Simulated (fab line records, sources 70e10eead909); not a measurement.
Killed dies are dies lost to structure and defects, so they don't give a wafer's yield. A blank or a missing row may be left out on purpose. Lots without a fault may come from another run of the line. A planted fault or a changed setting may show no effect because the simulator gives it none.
Which tool did it? | flow nand_harc | 23 lots, 69 wafers sampled, at 5 steps of a route of 1159

WHAT THE GAUGES READ, wafer by wafer
NHARC_A_CONTACT_CD_MEAS_53.
lot  | measured     | on        | cd_nm (nm)
L074 | day 16 10:00 | cd_sem-01 | 189.3 188.8 189.2
L075 | day 16 09:02 | cd_sem-01 | 188.7 188.8 188.8
L077 | day 16 14:58 | cd_sem-03 | 189.4 189.7 189.4
L076 | day 16 15:28 | cd_sem-01 | 188.7 189.4 188.9
L079 | day 17 07:42 | cd_sem-02 | 189.5 189.3 189.7
L078 | day 17 08:19 | cd_sem-02 | 188.5 188.9 188.7
L081 | day 18 08:13 | cd_sem-03 | 189.6 190.1 190.7
L080 | day 18 09:41 | cd_sem-03 | 189.9 189.5 190.0
L082 | day 19 05:41 | cd_sem-03 | 190.6 190.9 190.7
L084 | day 19 05:18 | cd_sem-03 | 189.3 190.2 189.3
L085 | day 18 22:52 | cd_sem-02 | 189.9 189.4 189.6
L083 | day 19 11:13 | cd_sem-02 | 190.4 190.4 189.9
L087 | day 19 18:13 | cd_sem-03 | 189.4 189.9 189.5
L086 | day 19 23:36 | cd_sem-02 | 189.1 189.3 189.9
L088 | day 20 02:37 | cd_sem-02 | 191.1 191.3 190.3
L091 | day 20 14:27 | cd_sem-03 | 190.2 190.1 189.4
L092 | day 20 12:34 | cd_sem-03 | 189.4 190.2 190.0
L090 | day 20 10:12 | cd_sem-03 | 190.3 190.5 189.8
L093 | day 21 06:29 | cd_sem-01 | 189.8 189.8 190.2
L094 | day 21 01:08 | cd_sem-03 | 190.5 190.0 190.6
L096 | day 21 20:25 | cd_sem-02 | 189.7 189.3 189.6
L095 | day 21 22:31 | cd_sem-03 | 190.3 190.2 189.8
L097 | day 22 09:12 | cd_sem-01 | 189.6 189.6 190.1

WHICH TOOL RAN EACH LOT (tool, then ch and the chambers of the sampled wafers, then the start)
lot  | NHARC_A_SLIT_DEP_25             | NHARC_A_SLIT_DESCUM_14             | NHARC_A_WL_FILL_CMP_12        | NHARC_A_CONTACT_ETCH_114
L074 | pecvd-03 ch 1,2, day 13 23:23   | rie_diel-09 ch 0,1,2, day 14 03:56 | cmp-02 ch 0,3, day 15 23:38   | har_cap_etch-02 ch 0, day 16 08:22
L075 | pecvd-01 ch 0,1,2, day 13 23:23 | rie_diel-02 ch 0,2, day 14 03:58   | cmp-01 ch 0,1,2, day 15 23:35 | har_cap_etch-03 ch 0,1, day 16 07:15
L077 | pecvd-03 ch 0,2, day 14 12:04   | rie_diel-02 ch 0,2,3, day 14 15:04 | cmp-01 ch 0,3, day 16 07:28   | har_cap_etch-02 ch 0,1, day 16 13:20
L076 | pecvd-01 ch 0,1,2, day 14 12:05 | rie_diel-09 ch 0,1,3, day 14 15:45 | cmp-02 ch 0,1,2, day 16 07:37 | har_cap_etch-01 ch 0,1, day 16 13:49
L079 | pecvd-01 ch 0,1,2, day 15 04:05 | rie_diel-07 ch 1,2, day 15 07:08   | cmp-01 ch 0,1,3, day 17 00:08 | har_cap_etch-01 ch 1, day 17 06:04
L078 | pecvd-03 ch 0,2, day 15 04:11   | rie_diel-09 ch 2,3, day 15 07:34   | cmp-03 ch 0,1,3, day 17 00:22 | har_cap_etch-03 ch 0,1, day 17 06:32
L081 | pecvd-03 ch 0,1,2, day 16 02:52 | rie_diel-02 ch 0,2,3, day 16 07:34 | cmp-03 ch 0,2,3, day 18 00:34 | har_cap_etch-01 ch 0,1, day 18 06:36
L080 | pecvd-01 ch 0,2, day 16 02:54   | rie_diel-07 ch 1,3, day 16 08:32   | cmp-03 ch 2,3, day 18 00:48   | har_cap_etch-03 ch 0,1, day 18 08:03
L082 | pecvd-01 ch 0,1,2, day 16 18:56 | rie_diel-07 ch 0,1,3, day 16 22:02 | cmp-03 ch 1,2,3, day 18 22:04 | har_cap_etch-02 ch 0,1, day 19 04:03
L084 | pecvd-02 ch 0,2, day 16 18:58   | rie_diel-09 ch 1,2, day 16 22:10   | cmp-01 ch 1,2, day 18 21:18   | har_cap_etch-03 ch 0,1, day 19 03:19
L085 | pecvd-03 ch 0,1,2, day 16 19:14 | rie_diel-02 ch 0,2,3, day 16 22:25 | cmp-01 ch 0,1,3, day 18 14:58 | har_cap_etch-03 ch 0,1, day 18 21:16
L083 | pecvd-03 ch 1,2, day 16 19:28   | rie_diel-02 ch 1,2, day 17 00:06   | cmp-01 ch 1,3, day 19 02:04   | har_cap_etch-03 ch 0,1, day 19 09:13
L087 | pecvd-03 ch 0,1,2, day 17 08:50 | rie_diel-02 ch 0,1,2, day 17 12:05 | cmp-02 ch 0,3, day 19 09:18   | har_cap_etch-02 ch 0,1, day 19 16:34
L086 | pecvd-02 ch 0,1, day 17 19:28   | rie_diel-02 ch 1,2,3, day 17 22:43 | cmp-02 ch 2,3, day 19 14:38   | har_cap_etch-02 ch 1, day 19 21:54
L088 | pecvd-03 ch 0,1,2, day 17 19:40 | rie_diel-09 ch 0,3, day 17 23:18   | cmp-01 ch 0,2,3, day 19 18:56 | har_cap_etch-02 ch 0,1, day 20 00:57
L091 | pecvd-01 ch 0,1, day 18 05:48   | rie_diel-07 ch 0,1,2, day 18 08:56 | cmp-01 ch 0,1,3, day 20 06:19 | har_cap_etch-03 ch 0,1, day 20 12:27
L092 | pecvd-03 ch 0,1,2, day 18 05:51 | rie_diel-09 ch 0,1, day 18 10:10   | cmp-02 ch 1,2,3, day 20 04:59 | har_cap_etch-02 ch 0,1, day 20 10:56
L090 | pecvd-02 ch 0,1,2, day 18 05:58 | rie_diel-02 ch 0,1,3, day 18 10:47 | cmp-02 ch 0,1,3, day 20 01:59 | har_cap_etch-03 ch 0,1, day 20 08:11
L093 | pecvd-02 ch 0,1,2, day 18 23:17 | rie_diel-02 ch 0,1,3, day 19 03:32 | cmp-03 ch 0,2,3, day 20 21:36 | har_cap_etch-03 ch 0,1, day 21 04:51
L094 | pecvd-03 ch 0,1,2, day 18 23:17 | rie_diel-02 ch 1,2, day 19 04:09   | cmp-01 ch 2,3, day 20 17:16   | har_cap_etch-03 ch 0,1, day 20 23:28
L096 | pecvd-01 ch 0,1,2, day 19 09:31 | rie_diel-02 ch 0,2,3, day 19 12:37 | cmp-03 ch 1,2, day 21 12:44   | har_cap_etch-02 ch 0,1, day 21 18:47
L095 | pecvd-02 ch 0,2, day 19 09:36   | rie_diel-02 ch 0,2, day 19 13:32   | cmp-03 ch 0,2, day 21 14:55   | har_cap_etch-03 ch 0,1, day 21 20:52
L097 | pecvd-01 ch 1,2, day 20 07:19   | rie_diel-07 ch 0,3, day 20 11:11   | cmp-02 ch 0,1,2, day 22 01:47 | har_cap_etch-01 ch 1, day 22 07:34
- NHARC_A_SLIT_DEP_25: deposits SiO2, target thk 200 nm.
- NHARC_A_SLIT_DESCUM_14: chemistry O2, time 3 s.
- NHARC_A_WL_FILL_CMP_12: polishes, t overpolish 30 s, target thk 75 nm.
- NHARC_A_CONTACT_ETCH_114: etches the open film in C4F8/O2/Ar, time 94 s, target depth 922 nm.

WHAT THE TOOLS THEMSELVES READ (means of the sampled wafers that have a number; where no wafer has one, the mark that the record gives instead)
NHARC_A_SLIT_DEP_25.
lot  | tool     | heater_power_w (W) | throttle_valve_pct (%)
L074 | pecvd-03 | 431                | 15.9
L075 | pecvd-01 | 555                | 15.8
L077 | pecvd-03 | 515                | 16.0
L076 | pecvd-01 | 517                | 15.6
L079 | pecvd-01 | 553                | 15.9
L078 | pecvd-03 | 546                | 16.0
L081 | pecvd-03 | 524                | 16.2
L080 | pecvd-01 | 626                | 15.7
L082 | pecvd-01 | 524                | 15.7
L084 | pecvd-02 | 470                | 15.9
L085 | pecvd-03 | 572                | 16.4
L083 | pecvd-03 | 413                | 16.0
L087 | pecvd-03 | 537                | 16.3
L086 | pecvd-02 | 574                | 16.5
L088 | pecvd-03 | 590                | 16.5
L091 | pecvd-01 | 521                | 15.8
L092 | pecvd-03 | 549                | 16.4
L090 | pecvd-02 | 554                | 16.3
L093 | pecvd-02 | 524                | 16.4
L094 | pecvd-03 | 595                | 16.4
L096 | pecvd-01 | 553                | 15.8
L095 | pecvd-02 | 574                | 16.1
L097 | pecvd-01 | 545                | 15.9

NHARC_A_SLIT_DESCUM_14.
lot  | tool        | chamber_pressure_mTorr (mTorr) | drypump_motor_current_A (A) | mfc_ar_sccm (sccm) | o2_flow_sccm (sccm) | oes_product_au (a.u.) | rf_vpp_V (V) | showerhead_plenum_p_Torr (Torr) | throttle_valve_pct (%)
L074 | rie_diel-09 | 60.00                          | 5.9                         | 0.000              | 199.5               | 1.000                 | 57.8         | 1.96                            | 11.315
L075 | rie_diel-02 | 60.01                          | 5.6                         | 0.010              | 199.9               | 1.000                 | 58.3         | 2.02                            | 11.314
L077 | rie_diel-02 | 59.98                          | 5.6                         | 0.008              | 200.3               | 0.997                 | 57.5         | 1.97                            | 11.312
L076 | rie_diel-09 | 59.96                          | 6.1                         | 0.000              | 200.1               | 1.008                 | 58.0         | 2.00                            | 11.309
L079 | rie_diel-07 | 60.02                          | 6.1                         | 0.004              | 199.2               | 0.991                 | 57.1         | 1.94                            | 11.308
L078 | rie_diel-09 | 60.00                          | 5.5                         | 0.000              | 200.0               | 0.997                 | 57.4         | 1.86                            | 11.299
L081 | rie_diel-02 | 60.04                          | 5.6                         | 0.008              | 199.3               | 1.000                 | 58.1         | 1.97                            | 11.310
L080 | rie_diel-07 | 60.01                          | 5.7                         | 0.013              | 200.0               | 1.001                 | 57.9         | 1.88                            | 11.311
L082 | rie_diel-07 | 59.99                          | 5.6                         | 0.011              | 199.8               | 0.997                 | 57.4         | 1.88                            | 11.306
L084 | rie_diel-09 | 60.00                          | 5.8                         | 0.000              | 200.3               | 0.995                 | 58.0         | 1.96                            | 11.298
L085 | rie_diel-02 | 59.94                          | 5.6                         | 0.008              | 199.6               | 0.988                 | 57.7         | 1.97                            | 11.319
L083 | rie_diel-02 | 59.98                          | 5.8                         | 0.002              | 199.4               | 1.005                 | 57.3         | 1.86                            | 11.315
L087 | rie_diel-02 | 60.00                          | 5.7                         | 0.008              | 200.2               | 1.003                 | 57.7         | 1.94                            | 11.309
L086 | rie_diel-02 | 59.99                          | 5.6                         | 0.002              | 200.0               | 0.998                 | 57.4         | 1.89                            | 11.310
L088 | rie_diel-09 | 59.98                          | 6.1                         | 0.000              | 200.4               | 1.003                 | 58.0         | 1.97                            | 11.309
L091 | rie_diel-07 | 59.99                          | 5.7                         | 0.006              | 200.0               | 0.980                 | 58.1         | 1.92                            | 11.313
L092 | rie_diel-09 | 59.97                          | 6.2                         | 0.000              | 199.9               | 1.006                 | 58.8         | 2.03                            | 11.306
L090 | rie_diel-02 | 59.92                          | 5.7                         | 0.006              | 200.0               | 1.003                 | 57.2         | 1.88                            | 11.307
L093 | rie_diel-02 | 60.08                          | 5.7                         | 0.006              | 200.2               | 1.006                 | 57.4         | 1.88                            | 11.306
L094 | rie_diel-02 | 60.03                          | 5.7                         | 0.002              | 199.9               | 1.012                 | 57.4         | 1.86                            | 11.314
L096 | rie_diel-02 | 59.99                          | 5.5                         | 0.008              | 199.8               | 1.007                 | 57.7         | 1.97                            | 11.317
L095 | rie_diel-02 | 60.01                          | 5.6                         | 0.014              | 199.9               | 1.001                 | 57.9         | 2.01                            | 11.316
L097 | rie_diel-07 | 59.99                          | 5.8                         | 0.012              | 199.3               | 0.995                 | 57.6         | 1.85                            | 11.320

NHARC_A_WL_FILL_CMP_12.
lot  | tool   | motor_current_A (A) | overpolish_run_s (s) | time_to_endpoint_s (s)
L074 | cmp-02 | 10.4                | 29.993               | 12.1
L075 | cmp-01 | 11.8                | 29.989               | 13.3
L077 | cmp-01 | 10.4                | 30.001               | 12.2
L076 | cmp-02 | 13.2                | 29.998               | 14.2
L079 | cmp-01 | 11.3                | 30.003               | 15.5
L078 | cmp-03 | 12.8                | 29.995               | 16.5
L081 | cmp-03 | 13.4                | 30.006               | 11.7
L080 | cmp-03 | 13.5                | 30.006               | 15.1
L082 | cmp-03 | 13.2                | 30.000               | 15.1
L084 | cmp-01 | 12.3                | 29.992               | 15.4
L085 | cmp-01 | 11.0                | 30.005               | 13.9
L083 | cmp-01 | 11.9                | 29.999               | 15.9
L087 | cmp-02 | 11.0                | 30.002               | 15.3
L086 | cmp-02 | 11.2                | 29.993               | 14.9
L088 | cmp-01 | 11.8                | 29.994               | 11.8
L091 | cmp-01 | 11.3                | 29.997               | 11.8
L092 | cmp-02 | 12.2                | 30.007               | 14.6
L090 | cmp-02 | 11.6                | 29.996               | 13.6
L093 | cmp-03 | 13.0                | 29.991               | 16.6
L094 | cmp-01 | 12.4                | 30.002               | 14.3
L096 | cmp-03 | 13.5                | 30.006               | 15.1
L095 | cmp-03 | 13.1                | 29.997               | 13.9
L097 | cmp-02 | 13.3                | 29.991               | 14.2

NHARC_A_CONTACT_ETCH_114.
lot  | tool            | chamber_pressure_mTorr (mTorr)
L074 | har_cap_etch-02 | 19.998
L075 | har_cap_etch-03 | 19.998
L077 | har_cap_etch-02 | 19.984
L076 | har_cap_etch-01 | 19.985
L079 | har_cap_etch-01 | 19.991
L078 | har_cap_etch-03 | 19.998
L081 | har_cap_etch-01 | 19.993
L080 | har_cap_etch-03 | 20.007
L082 | har_cap_etch-02 | 19.984
L084 | har_cap_etch-03 | 19.985
L085 | har_cap_etch-03 | 20.004
L083 | har_cap_etch-03 | 19.992
L087 | har_cap_etch-02 | 20.009
L086 | har_cap_etch-02 | 20.004
L088 | har_cap_etch-02 | 20.002
L091 | har_cap_etch-03 | 19.993
L092 | har_cap_etch-02 | 19.982
L090 | har_cap_etch-03 | 20.006
L093 | har_cap_etch-03 | 19.992
L094 | har_cap_etch-03 | 20.004
L096 | har_cap_etch-02 | 20.021
L095 | har_cap_etch-03 | 19.997
L097 | har_cap_etch-01 | 19.996

THE ANSWER, worked out from the rows above alone
Rule: what is usual is taken from the lots themselves. Put in order of their means at a reading, lots are off if they are a third of the lots or fewer, leave a main group of 4 or more, and stand apart from it by a gap of 3 or more times the standard deviation of the main group's means; of several such gaps the widest counts. A main group whose means are all the same, to the digits that the tables above print for the reading, isn't used. A lot without any number at a reading at which 4 lots or more have one is off too. The other lots that the step has rows for count as sound. The gauges are gone through in route order, then the tools' own readings, and for those a lot's mean is taken as printed above. The first step at which some lot is off is used, and at that step the reading that is off furthest; a lot without a number counts as furthest.
No lot is off at any reading shown: from this, nothing can be told.

WHAT THE SIMULATOR HAD PUT IN
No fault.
